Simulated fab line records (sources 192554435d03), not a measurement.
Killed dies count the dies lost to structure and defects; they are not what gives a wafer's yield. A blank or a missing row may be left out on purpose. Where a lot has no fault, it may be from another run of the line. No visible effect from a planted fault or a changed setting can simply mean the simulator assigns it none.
Matching of chambers    flow n5-finfet    4 sister chambers for N5_SDB_CMP_30 on cmp-01
The step polishes, stops on poly-Si, t overpolish 1.54 s, target thk 30 nm. 22 wafers are shown with their chamber, then 11 later ones without.

WAFERS WITH THEIR CHAMBER
wafer   chamber  motor-current-A (A)  time-to-endpoint-s (s)  overpolish-run-s (s)
L074.2  2        11.9                 13                      1.538
L074.3  0        12.9                 13                      1.536
L074.5  1        10.9                 14                      1.534
L076.1  2        12.6                 15                      1.527
L076.3  3        14.0                 22                      1.542
L076.5  3        13.7                 23                      1.524
L077.2  1        10.8                 19                      1.545
L077.5  3        13.6                 26                      1.542
L077.6  0        12.5                 18                      1.548
L078.3  0        13.3                 16                      1.536
L078.5  1        10.7                 18                      1.538
L078.6  2        12.3                 16                      1.556
L088.1  1        10.8                 15                      1.551
L088.3  2        12.2                 16                      1.526
L088.5  1        11.0                 19                      1.550
L091.1  0        12.9                 17                      1.519
L091.2  1        11.1                 17                      1.551
L091.5  2        12.0                 16                      1.538
L092.1  2        11.6                 14                      1.535
L092.2  3        12.5                 25                      1.529
L092.3  0        12.8                 18                      1.543
L093.1  0        13.6                 15                      1.532

SIGNATURES (means of the wafers above)
reading             chamber 0  chamber 1  chamber 2  chamber 3  scatter within a chamber
motor-current-A     13.000     10.883     12.100     13.450     0.391
time-to-endpoint-s  16.17      17.00      15.00      24.00      1.81
overpolish-run-s    1.53567    1.54483    1.53667    1.53425    0.00944
Rule: distance of a wafer from a chamber = root of the sum over the readings of ((wafer's reading minus chamber's mean) / reading's scatter) squared. The wafer belongs to the nearest chamber; if the next one is less than 2 further off, it can't be placed. The scatter is the square root of a quotient: the sum, over the shown wafers, of each reading's squared deviation from its chamber's mean, divided by wafers minus chambers.

WAFERS WHOSE CHAMBER IS MISSING
wafer   motor-current-A (A)  time-to-endpoint-s (s)  overpolish-run-s (s)
L093.4  12.4                 14                      1.528
L093.5  12.7                 17                      1.541
L094.2  12.7                 13                      1.549
L094.4  10.6                 14                      1.542
L094.5  10.4                 14                      1.534
L095.2  11.4                 13                      1.543
L095.3  12.8                 17                      1.553
L095.4  11.0                 16                      1.544
L096.2  13.1                 21                      1.528
L096.3  13.0                 17                      1.526
L096.6  11.7                 14                      1.558

THE CHAMBER EACH PASSED THROUGH
wafer   from the rows above           in truth
L093.4  can't be placed: 2 or 0       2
L093.5  can't be placed: 0 or 2       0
L094.2  can't be placed: 2 or 0       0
L094.4  1                             1
L094.5  1                             1
L095.2  can't be placed: 2 or 1       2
L095.3  can't be placed: 0 or 2       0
L095.4  1                             1
L096.2  can't be placed: 3 or 0       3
L096.3  can't be placed: 0 or 2       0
L096.6  can't be placed: 2 or 1 or 0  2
3 of 11 placed correctly. From these rows, 8 cannot be placed; in 8 the true chamber is one of the candidates. Wrongly placed: 0.
